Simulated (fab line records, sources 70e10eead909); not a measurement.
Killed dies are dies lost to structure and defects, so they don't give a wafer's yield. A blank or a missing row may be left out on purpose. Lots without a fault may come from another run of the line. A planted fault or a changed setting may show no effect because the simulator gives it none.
Which tool did it? | flow nand_harc | 7 lots, 21 wafers sampled, at 1 step of a route of 1302

WHAT THE GAUGES READ, wafer by wafer
NHARC_A_START_INSPECT_01.
lot  | measured     | on                | raw_defect_count
L546 | day 7 06:10  | defect_inspect-01 | 4 2 7
L550 | day 8 20:40  | defect_inspect-01 | 3 3 2
L551 | day 9 17:01  | defect_inspect-02 | 5 3 2
L554 | day 10 13:29 | defect_inspect-02 | 4 5 5
L562 | day 13 18:19 | defect_inspect-02 | 4 1 3
L564 | day 14 13:19 | defect_inspect-02 | 8 3 4
L567 | day 16 02:18 | defect_inspect-02 | 4 5 2

WHICH TOOL RAN EACH LOT (tool, then ch and the chambers of the sampled wafers, then the start)
The record holds no process step before these readings.

THE ANSWER, worked out from the rows above alone
Rule: what is usual is taken from the lots themselves. Put in order of their means at a reading, lots are off if they are a third of the lots or fewer, leave a main group of 4 or more, and stand apart from it by a gap of 3 or more times the standard deviation of the main group's means; of several such gaps the widest counts. A main group whose means are all the same, to the digits that the tables above print for the reading, isn't used. A lot without any number at a reading at which 4 lots or more have one is off too. The other lots that the step has rows for count as sound.
No lot is off at any reading shown: from this, nothing can be told.

WHAT THE SIMULATOR HAD PUT IN
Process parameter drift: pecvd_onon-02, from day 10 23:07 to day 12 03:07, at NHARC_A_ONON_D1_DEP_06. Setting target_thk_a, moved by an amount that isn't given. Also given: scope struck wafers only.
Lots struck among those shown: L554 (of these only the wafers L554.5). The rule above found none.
